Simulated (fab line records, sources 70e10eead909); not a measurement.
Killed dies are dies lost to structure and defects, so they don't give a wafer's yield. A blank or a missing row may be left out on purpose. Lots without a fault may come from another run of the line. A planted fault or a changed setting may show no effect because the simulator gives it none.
Which tool did it? | flow nand_harc | 6 lots, 18 wafers sampled, at 4 steps of a route of 1302

WHAT THE GAUGES READ, wafer by wafer
NHARC_A_DECK1_JOINT_INSPECT_05.
lot  | measured     | on                | raw_defect_count
L892 | day 13 09:19 | defect_inspect-02 | 309 337 408
L895 | day 15 00:47 | defect_inspect-02 | 291 131 166
L896 | day 15 14:49 | defect_inspect-01 | 188 208 146
L900 | day 16 19:13 | defect_inspect-02 | 281 378 301
L904 | day 18 16:50 | defect_inspect-02 | 207 428 365
L906 | day 19 01:43 | defect_inspect-01 | 1574 1826 1765

WHICH TOOL RAN EACH LOT (tool, then ch and the chambers of the sampled wafers, then the start)
lot  | NHARC_A_CHANNEL_FILL_D1_ETCHBACK_20 | NHARC_A_CHANNEL_FILL_D1_CMP_10 | NHARC_A_DECK1_JOINT_CMP_02
L892 | rie_diel-03 ch 0,1,3, day 10 21:18  | cmp-02 ch 0,2,3, day 11 20:38  | cmp-04 ch 1,2,3, day 13 08:40
L895 | rie_diel-11 ch 0,3, day 12 10:54    | cmp-01 ch 0,2,3, day 13 10:46  | cmp-04 ch 0,1,2, day 15 00:01
L896 | rie_diel-03 ch 0,3, day 13 05:42    | cmp-02 ch 1,2, day 14 05:14    | cmp-03 ch 0,3, day 15 14:07
L900 | rie_diel-03 ch 0,1,3, day 14 08:05  | cmp-01 ch 2,3, day 15 09:30    | cmp-03 ch 0,1, day 16 18:23
L904 | rie_diel-03 ch 0,2,3, day 15 20:28  | cmp-02 ch 0,1,3, day 17 01:47  | cmp-03 ch 1,2,3, day 18 16:11
L906 | rie_diel-11 ch 0,2, day 16 18:31    | cmp-03 ch 0,1,2, day 17 17:36  | cmp-03 ch 0,1, day 19 01:01
- NHARC_A_CHANNEL_FILL_D1_ETCHBACK_20: etches the open film in C4F8/O2/Ar, target depth 27 nm, time 13.5 s.
- NHARC_A_CHANNEL_FILL_D1_CMP_10: polishes, target thk 150 nm.
- NHARC_A_DECK1_JOINT_CMP_02: polishes SiOx.

THE ANSWER, worked out from the rows above alone
Rule: what is usual is taken from the lots themselves. Put in order of their means at a reading, lots are off if they are a third of the lots or fewer, leave a main group of 4 or more, and stand apart from it by a gap of 3 or more times the standard deviation of the main group's means; of several such gaps the widest counts. A main group whose means are all the same, to the digits that the tables above print for the reading, isn't used. A lot without any number at a reading at which 4 lots or more have one is off too. The other lots that the step has rows for count as sound.
Off: L906, at NHARC_A_DECK1_JOINT_INSPECT_05 (raw_defect_count). The main group: mean 276, standard deviation 73.
A tool fits if, at a process step before that reading, it ran every lot that is off, and no sound lot after the first of them. The gauges at NHARC_A_DECK1_JOINT_INSPECT_05 are tried like those tools. Can't be told from this: 3 tools fit, rie_diel-11 at NHARC_A_CHANNEL_FILL_D1_ETCHBACK_20, cmp-03 at NHARC_A_CHANNEL_FILL_D1_CMP_10 and NHARC_A_DECK1_JOINT_CMP_02, defect_inspect-01 at NHARC_A_DECK1_JOINT_INSPECT_05.

WHAT THE SIMULATOR HAD PUT IN
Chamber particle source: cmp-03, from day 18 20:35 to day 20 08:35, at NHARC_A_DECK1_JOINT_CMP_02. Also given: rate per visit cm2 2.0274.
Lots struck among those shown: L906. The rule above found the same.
